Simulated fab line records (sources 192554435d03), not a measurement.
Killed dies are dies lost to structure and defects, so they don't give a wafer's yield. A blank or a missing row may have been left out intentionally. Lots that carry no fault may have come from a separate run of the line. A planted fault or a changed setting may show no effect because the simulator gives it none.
Matching of chambers :: flow n5 finfet :: 4 sister chambers for N5_DUMMY_GATE_ETCH_23 on rie si-01
The step etches poly-Si in HBr/Cl2/O2, target depth 41 nm, time 22.3 s. 8 wafers are shown with their chamber, then 9 later ones without.

EACH WAFER AND ITS CHAMBER
wafer: L078.3
chamber: 2
drypump motor current A (A): 6.2
throttle valve pct (%): 37.44

wafer: L081.6
chamber: 1
drypump motor current A (A): 5.9
throttle valve pct (%): 37.27

wafer: L084.1
chamber: 3
drypump motor current A (A): 6.3
throttle valve pct (%): 37.29

wafer: L084.5
chamber: 0
drypump motor current A (A): 5.8
throttle valve pct (%): 37.18

wafer: L084.6
chamber: 1
drypump motor current A (A): 5.8
throttle valve pct (%): 37.26

wafer: L085.1
chamber: 3
drypump motor current A (A): 6.3
throttle valve pct (%): 37.28

wafer: L085.4
chamber: 2
drypump motor current A (A): 6.2
throttle valve pct (%): 37.43

wafer: L085.5
chamber: 0
drypump motor current A (A): 5.8
throttle valve pct (%): 37.19

WAFERS WHOSE CHAMBER IS MISSING
wafer: L088.2
drypump motor current A (A): 6.3
throttle valve pct (%): 37.28

wafer: L088.3
drypump motor current A (A): 5.8
throttle valve pct (%): 37.19

wafer: L088.5
drypump motor current A (A): 6.3
throttle valve pct (%): 37.29

wafer: L089.1
drypump motor current A (A): 5.8
throttle valve pct (%): 37.19

wafer: L089.3
drypump motor current A (A): 5.8
throttle valve pct (%): 37.26

wafer: L089.4
drypump motor current A (A): 6.2
throttle valve pct (%): 37.43

wafer: L091.1
drypump motor current A (A): 6.2
throttle valve pct (%): 37.29

wafer: L091.2
drypump motor current A (A): 6.2
throttle valve pct (%): 37.43

wafer: L091.4
drypump motor current A (A): 5.8
throttle valve pct (%): 37.20

WHICH CHAMBER EACH ONE RAN IN
wafer: L088.2
from the rows above: 3
in truth: 3

wafer: L088.3
from the rows above: 0
in truth: 0

wafer: L088.5
from the rows above: 3
in truth: 3

wafer: L089.1
from the rows above: 0
in truth: 0

wafer: L089.3
from the rows above: 1
in truth: 1

wafer: L089.4
from the rows above: 2
in truth: 2

wafer: L091.1
from the rows above: 3
in truth: 3

wafer: L091.2
from the rows above: 2
in truth: 2

wafer: L091.4
from the rows above: 0
in truth: 0
Placed correctly: 9 of 9. Number that these rows cannot place: 0. Number placed wrongly: 0.
How it was worked out, from the rows above alone: a wafer's distance from a chamber is the root of the sum, over the readings, of the square of ((its reading less the chamber's mean) divided by the reading's scatter). If the next closest chamber is less than 2 further off than the closest, the wafer can't be placed; otherwise it belongs to the closest. A chamber's mean is the mean of its shown wafers. The scatter is the square root of a quotient: the sum, over the shown wafers, of each reading's squared deviation from its chamber's mean, divided by wafers minus chambers.
